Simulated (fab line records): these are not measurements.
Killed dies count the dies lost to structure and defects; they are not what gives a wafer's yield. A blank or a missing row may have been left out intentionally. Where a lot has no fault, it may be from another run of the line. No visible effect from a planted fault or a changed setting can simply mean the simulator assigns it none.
Chamber matching | flow nandHarc | NHARC_A_BONDPAD_DESCUM_11 on rieDiel-05 has 4 sister chambers
The step chemistry O2, time 3 s. 14 wafers are shown with their chamber, then 7 later ones without.

## WAFERS, EACH WITH ITS CHAMBER
wafer  | chamber | drypumpMotorCurrentA (A) | throttleValvePct (%) | oesProductAu (a.u.)
L248.2 | 0       | 5.0                      | 11.309               | 0.993
L248.4 | 1       | 6.1                      | 11.317               | 1.019
L248.6 | 1       | 6.1                      | 11.311               | 1.006
L251.3 | 1       | 6.1                      | 11.294               | 1.005
L251.5 | 0       | 5.0                      | 11.319               | 0.995
L251.6 | 3       | 6.1                      | 11.311               | 1.002
L253.2 | 0       | 5.0                      | 11.305               | 0.991
L253.4 | 3       | 6.2                      | 11.325               | 0.991
L253.5 | 3       | 6.2                      | 11.319               | 0.994
L254.2 | 2       | 5.3                      | 11.295               | 0.991
L254.5 | 0       | 5.0                      | 11.320               | 0.990
L254.6 | 1       | 6.1                      | 11.299               | 0.983
L258.1 | 1       | 6.2                      | 11.305               | 1.009
L258.3 | 2       | 5.2                      | 11.303               | 0.995

SIGNATURES (averages over the wafers above)
reading              | chamber 0 | chamber 1 | chamber 2 | chamber 3 | scatter within a chamber
drypumpMotorCurrentA | 5.000     | 6.120     | 5.250     | 6.167     | 0.0443
throttleValvePct     | 11.31325  | 11.30520  | 11.29900  | 11.31833  | 0.00795
oesProductAu         | 0.99225   | 1.00440   | 0.99300   | 0.99567   | 0.00885
Rule: distance of a wafer from a chamber = root of the sum over the readings of ((wafer's reading minus chamber's mean) / reading's scatter) squared. The wafer belongs to the nearest chamber; if the next one is less than 2 further off, it can't be placed. The scatter is the square root of a quotient: the sum, over the shown wafers, of each reading's squared deviation from its chamber's mean, divided by wafers minus chambers.

## WAFERS WHOSE CHAMBER IS MISSING
wafer  | drypumpMotorCurrentA (A) | throttleValvePct (%) | oesProductAu (a.u.)
L258.4 | 6.2                      | 11.316               | 1.001
L259.2 | 6.2                      | 11.299               | 0.993
L259.3 | 6.1                      | 11.321               | 0.997
L259.5 | 5.3                      | 11.311               | 0.992
L268.1 | 5.0                      | 11.288               | 0.998
L268.3 | 6.1                      | 11.294               | 1.000
L268.4 | 6.2                      | 11.321               | 1.004

## THE CHAMBER EACH PASSED THROUGH
wafer  | from the rows above     | in truth
L258.4 | can't be placed: 3 or 1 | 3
L259.2 | can't be placed: 1 or 3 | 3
L259.3 | can't be placed: 3 or 1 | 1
L259.5 | 2                       | 2
L268.1 | 0                       | 0
L268.3 | can't be placed: 1 or 3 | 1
L268.4 | can't be placed: 3 or 1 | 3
2 of 7 placed correctly. These rows do not allow placing 5 (true chamber among the candidates in 5). 0 placed wrongly.
